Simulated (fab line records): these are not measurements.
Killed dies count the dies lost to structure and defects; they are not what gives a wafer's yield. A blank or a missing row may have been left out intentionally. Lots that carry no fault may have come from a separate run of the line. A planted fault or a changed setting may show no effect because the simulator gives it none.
Chamber matching -- flow n5-finfet -- N5_GATE_CUT_PECVD_57 on pecvd-03 has 3 sister chambers
The step deposits SiNx from SiH4/NH3/N2, target thk 21 nm. 20 wafers are shown with their chamber, then 10 later ones without.

EACH WAFER AND ITS CHAMBER
wafer,chamber,throttle-valve-pct (%),showerhead-plenum-p-Torr (Torr),showerhead-vpp-V (V)
L075.2,2,37.9,5.11,1083
L075.3,0,39.0,5.17,1055
L075.5,1,40.4,5.14,1032
L080.1,2,38.0,5.11,1081
L080.2,1,40.4,5.14,1039
L080.5,0,39.3,5.16,1055
L082.1,1,40.0,5.14,1044
L082.3,2,37.7,5.11,1099
L082.6,2,38.0,5.11,1078
L083.2,1,40.1,5.15,1037
L083.3,2,38.1,5.11,1108
L083.6,0,38.9,5.17,1029
L084.2,1,40.2,5.15,1043
L084.3,0,38.7,5.16,1055
L084.6,1,40.3,5.14,1050
L088.1,0,38.9,5.16,1051
L088.4,2,38.2,5.11,1106
L088.6,0,38.9,5.16,1047
L093.2,0,39.0,5.16,1043
L093.4,2,38.1,5.12,1082

SIGNATURES (means of the wafers above)
reading,chamber 0,chamber 1,chamber 2,scatter within a chamber
throttle-valve-pct,38.957,40.233,38.000,0.17
showerhead-plenum-p-Torr,5.1629,5.1433,5.1114,0.00461
showerhead-vpp-V,1047.86,1040.83,1091.00,10.1
Rule: a wafer's distance from a chamber is the root of the sum, over the readings, of the square of ((its reading less the chamber's mean) divided by the reading's scatter). The wafer belongs to the nearest chamber; if the next one is less than 2 further off, it can't be placed. How the scatter is found: for the shown wafers, subtract from each reading the mean of its chamber, square and add these, divide the total by (wafers less chambers), then take the root.

WAFERS WITH NO CHAMBER GIVEN
wafer,throttle-valve-pct (%),showerhead-plenum-p-Torr (Torr),showerhead-vpp-V (V)
L093.6,39.1,5.15,1044
L094.1,40.3,5.14,1046
L094.5,38.3,5.13,1069
L094.6,40.0,5.14,1048
L095.2,38.3,5.12,1069
L095.4,39.0,5.15,1041
L095.6,40.5,5.15,1056
L097.2,38.2,5.11,1113
L097.3,40.2,5.16,1038
L097.5,38.3,5.11,1102

THE CHAMBER EACH PASSED THROUGH
wafer,from the rows above,in truth
L093.6,0,0
L094.1,1,1
L094.5,2,2
L094.6,1,1
L095.2,2,2
L095.4,0,0
L095.6,1,1
L097.2,2,2
L097.3,1,1
L097.5,2,2
Correctly placed: 10 of 10. Left unplaced by these rows: 0. Placed wrongly: 0.
